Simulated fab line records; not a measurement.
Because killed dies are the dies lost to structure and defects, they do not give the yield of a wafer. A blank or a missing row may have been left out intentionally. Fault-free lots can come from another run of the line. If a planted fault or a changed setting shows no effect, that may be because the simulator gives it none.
What tool caused it? + flow nand harc + 33 wafers from 11 lots sampled at 5 of the route's 1302 steps

## WHAT THE GAUGES READ, wafer by wafer
NHARC_END_SORT_01.
| lot  | measured     | on        | killed dies |
|------|--------------|-----------|-------------|
| L686 | day 24 12:43 | prober-01 | 42 54 50    |
| L687 | day 24 22:21 | prober-02 | 30 43 42    |
| L688 | day 25 12:11 | prober-01 | 41 73 65    |
| L691 | day 26 14:56 | prober-01 | 45 47 52    |
| L695 | day 28 15:27 | prober-01 | 49 55 42    |
| L700 | day 29 22:22 | prober-01 | 677 677 677 |
| L699 | day 30 14:13 | prober-02 | 677 677 677 |
| L704 | day 31 17:18 | prober-02 | 36 42 28    |
| L705 | day 32 19:23 | prober-01 | 66 80 72    |
| L706 | day 33 01:31 | prober-01 | 48 48 30    |
| L709 | day 33 11:23 | prober-01 | 77 55 52    |

## WHAT TOOL EACH LOT RAN ON (gives the tool, then ch and the chambers of the sampled wafers, and finally the start)
| lot  | NHARC_A_CONTACT_ETCH_110           | NHARC_A_BLC_STRIP_21               | NHARC_A_BLC_ALD_23                  | NHARC_A_BLC_CVD_24                       |
|------|------------------------------------|------------------------------------|-------------------------------------|------------------------------------------|
| L686 | rie diel-02 ch 0,1,2, day 22 00:58 | rie diel-04 ch 0,1, day 22 05:32   | ald metal-02 ch 0,1,3, day 22 06:17 | cvd w-02 ch 0, day 24 12:43 or earlier   |
| L687 | rie diel-02 ch 0,1,2, day 22 21:22 | rie diel-04 ch 0,1,2, day 23 01:20 | ald metal-02 ch 0,1,2, day 23 02:00 | cvd w-02 ch 0,1, day 24 22:21 or earlier |
| L688 | rie diel-02 ch 0,2, day 23 03:55   | rie diel-07 ch 1,2,3, day 23 07:58 | ald metal-01 ch 0,1,2, day 23 08:38 | cvd w-02 ch 0,1, day 25 12:11 or earlier |
| L691 | rie diel-02 ch 0,2, day 24 18:17   | rie diel-07 ch 0,1, day 24 22:16   | ald metal-01 ch 1,2,3, day 24 22:56 | cvd w-02 ch 0,1, day 26 14:56 or earlier |
| L695 | rie diel-02 ch 0,2,3, day 26 15:23 | rie diel-07 ch 0,2,3, day 26 19:14 | ald metal-01 ch 0,3, day 26 19:53   | cvd w-01 ch 0,1, day 28 15:27 or earlier |
| L700 | rie diel-02 ch 0,1,3, day 28 00:02 | rie diel-11 ch 0,2,3, day 28 04:02 | ald metal-01 ch 1,2,3, day 28 04:42 | cvd w-02 ch 0,1, day 29 22:22 or earlier |
| L699 | rie diel-01 ch 1,2,3, day 28 14:52 | rie diel-11 ch 1,2,3, day 28 18:51 | ald metal-01 ch 0,1,3, day 28 19:31 | cvd w-02 ch 0,1, day 30 14:13 or earlier |
| L704 | rie diel-01 ch 0,1,3, day 29 20:37 | rie diel-11 ch 0,1,2, day 30 01:20 | ald metal-04 ch 2,3, day 30 01:59   | cvd w-02 ch 0, day 31 17:18 or earlier   |
| L705 | rie diel-02 ch 0,1, day 30 12:19   | rie diel-07 ch 1,2,3, day 30 16:22 | ald metal-04 ch 0,2, day 30 17:01   | cvd w-02 ch 0,1, day 32 19:23 or earlier |
| L706 | rie diel-02 ch 1,2,3, day 30 13:50 | rie diel-11 ch 0,1, day 30 17:52   | ald metal-01 ch 0,1,2, day 30 18:34 | cvd w-01 ch 0,1, day 33 01:31 or earlier |
| L709 | rie diel-02 ch 2,3, day 31 13:08   | rie diel-07 ch 1,2,3, day 31 17:09 | ald metal-01 ch 0,1,3, day 31 17:49 | cvd w-02 ch 0,1, day 33 11:23 or earlier |
- NHARC_A_CONTACT_ETCH_110: etches the open film in CF4/O2, target depth 60 nm, overetch 6 nm, time 33 s.
- NHARC_A_BLC_STRIP_21: strips in O2.
- NHARC_A_BLC_ALD_23: deposits TiN, target thk 3 nm, pulse time 1 s, ald cycles 150.
- NHARC_A_BLC_CVD_24: deposits W, target thk 150 nm, time 434 s.

## THE ANSWER, worked out from the rows above alone
Rule: usual is defined by the lots themselves. Put in order of their means at a reading, lots are off if they are a third of the lots or fewer, leave a main group of 4 or more, and stand apart from it by a gap of 3 or more times the standard deviation of the main group's means; of several such gaps the widest counts. The tables above print the reading to a certain number of digits; a main group whose means all agree to those digits is not used. Also off: a lot with no number at a reading for which 4 or more lots have one. Where the step has rows for the other lots, those lots are counted as sound.
Off: L700, L699, at NHARC_END_SORT_01 (killed dies). Main group: mean 51, sd 11.
If a tool, at a process step before that reading, ran all the lots that are off and no sound lot after the first of them, it fits. Gauges at NHARC_END_SORT_01: tried the same way as those tools. NHARC_A_BLC_CVD_24 gives no start for some lots, so the hours and the order of its lots are those of NHARC_END_SORT_01. Of those tried, none fits.

## WHAT HAD BEEN PUT IN BY THE SIMULATOR
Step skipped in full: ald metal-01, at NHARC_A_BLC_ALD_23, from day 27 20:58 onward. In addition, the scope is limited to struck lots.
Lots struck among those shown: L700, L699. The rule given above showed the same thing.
